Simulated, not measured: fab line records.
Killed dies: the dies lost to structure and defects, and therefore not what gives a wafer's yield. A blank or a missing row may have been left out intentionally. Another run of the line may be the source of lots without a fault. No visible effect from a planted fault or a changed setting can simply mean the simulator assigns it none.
Chamber matching | flow n5 finfet | N5_BEOL_M11_CURE_71 on uv cure-01 has 3 sister chambers
The step cures SiCOH lowk, time 240 s. 22 wafers are shown with their chamber, then 11 later ones without.

== WAFERS PAIRED WITH THEIR CHAMBERS ==
wafer  | chamber | wafer_temp_C_max | lamp power pct (%)
L078.3 | 0       | 385.7            | 52.23
L078.4 | 0       | 385.9            | 52.24
L078.5 | 0       | 385.6            | 52.28
L079.1 | 2       | 386.5            | 52.34
L079.4 | 2       | 386.5            | 52.29
L079.5 | 2       | 386.4            | 52.29
L080.2 | 1       | 387.0            | 52.31
L080.3 | 1       | 386.9            | 52.37
L080.5 | 1       | 387.1            | 52.29
L082.1 | 2       | 387.4            | 52.32
L082.4 | 2       | 386.8            | 52.35
L082.5 | 2       | 386.2            | 52.34
L084.1 | 1       | 386.4            | 52.33
L084.3 | 1       | 387.1            | 52.34
L084.6 | 1       | 386.6            | 52.30
L085.1 | 1       | 386.8            | 52.31
L085.4 | 1       | 387.0            | 52.30
L085.5 | 1       | 386.7            | 52.26
L086.3 | 2       | 386.8            | 52.31
L086.5 | 2       | 386.6            | 52.38
L086.6 | 2       | 387.2            | 52.31
L087.1 | 0       | 385.9            | 52.28

SIGNATURES (averages over the wafers above)
reading          | chamber 0 | chamber 1 | chamber 2 | scatter within a chamber
wafer_temp_C_max | 385.775   | 386.844   | 386.711   | 0.301
lamp power pct   | 52.2575   | 52.3122   | 52.3256   | 0.03
Rule: a wafer lies at a distance from a chamber equal to the root of the sum of squares, over the readings, of (its reading less the chamber's mean, divided by the reading's scatter). If the next closest chamber is less than 2 further off than the closest, the wafer can't be placed; otherwise it belongs to the closest. The scatter is the square root of a quotient: the sum, over the shown wafers, of each reading's squared deviation from its chamber's mean, divided by wafers minus chambers.

== WAFERS WITH NO CHAMBER GIVEN ==
wafer  | wafer_temp_C_max | lamp power pct (%)
L087.3 | 385.8            | 52.24
L087.5 | 385.7            | 52.37
L091.3 | 386.9            | 52.39
L091.4 | 386.9            | 52.31
L091.5 | 386.7            | 52.34
L092.4 | 386.0            | 52.25
L092.5 | 385.5            | 52.35
L092.6 | 385.5            | 52.34
L096.3 | 387.3            | 52.32
L096.4 | 386.3            | 52.34
L096.5 | 385.9            | 52.30

== EACH ONE'S CHAMBER ==
wafer  | from the rows above          | in truth
L087.3 | 0                            | 0
L087.5 | can't be placed: 2 or 0 or 1 | 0
L091.3 | can't be placed: 2 or 1      | 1
L091.4 | can't be placed: 1 or 2      | 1
L091.5 | can't be placed: 2 or 1      | 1
L092.4 | 0                            | 0
L092.5 | can't be placed: 0 or 2 or 1 | 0
L092.6 | can't be placed: 0 or 2 or 1 | 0
L096.3 | can't be placed: 1 or 2      | 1
L096.4 | can't be placed: 2 or 1 or 0 | 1
L096.5 | can't be placed: 0 or 2 or 1 | 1
2 of 11 placed correctly. From these rows, 9 cannot be placed; in 9 the true chamber is one of the candidates. Number placed wrongly: 0.
